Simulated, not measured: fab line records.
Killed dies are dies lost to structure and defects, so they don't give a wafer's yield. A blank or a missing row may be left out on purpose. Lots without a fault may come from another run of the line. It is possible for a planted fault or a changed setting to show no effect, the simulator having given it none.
Chamber matching / flow nandHarc / 4 sister chambers for NHARC_A_M0_CMP_23 on cmp-01
The step polishes, t overpolish 20 s, target thk 113.75 nm. 4 wafers are shown with their chamber, then 7 later ones without.

EACH WAFER AND ITS CHAMBER
wafer=L440.5 chamber=1 edgeZonePressureFrac=0.997
wafer=L441.1 chamber=2 edgeZonePressureFrac=1.004
wafer=L446.3 chamber=0 edgeZonePressureFrac=1.007
wafer=L446.4 chamber=3 edgeZonePressureFrac=0.994

WAFERS WHOSE CHAMBER IS MISSING
wafer=L446.6 edgeZonePressureFrac=0.997
wafer=L450.2 edgeZonePressureFrac=1.002
wafer=L450.4 edgeZonePressureFrac=1.000
wafer=L450.6 edgeZonePressureFrac=1.006
wafer=L452.1 edgeZonePressureFrac=0.991
wafer=L452.4 edgeZonePressureFrac=0.993
wafer=L452.5 edgeZonePressureFrac=0.994

THE CHAMBER EACH PASSED THROUGH
wafer=L446.6; from the rows above=can't be placed: 1 or 3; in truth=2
wafer=L450.2; from the rows above=can't be placed: 2 or 0 or 1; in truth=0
wafer=L450.4; from the rows above=can't be placed: 1 or 2 or 3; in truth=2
wafer=L450.6; from the rows above=can't be placed: 0 or 2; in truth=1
wafer=L452.1; from the rows above=can't be placed: 3 or 1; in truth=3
wafer=L452.4; from the rows above=can't be placed: 3 or 1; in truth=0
wafer=L452.5; from the rows above=can't be placed: 3 or 1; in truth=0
0 of 7 placed correctly. From these rows, 7 cannot be placed; in 3 the true chamber is one of the candidates. Wrongly placed: 0.
How it was worked out, from the rows above alone: a wafer's distance from a chamber is the root of the sum, over the readings, of the square of ((its reading less the chamber's mean) divided by the reading's scatter). If the next closest chamber is less than 2 further off than the closest, the wafer can't be placed; otherwise it belongs to the closest. The mean given for a chamber averages the wafers shown for that chamber. The scatter (one wafer shown for each chamber): square how far every hidden wafer sits from the nearest shown wafer, average those squares and take the square root.
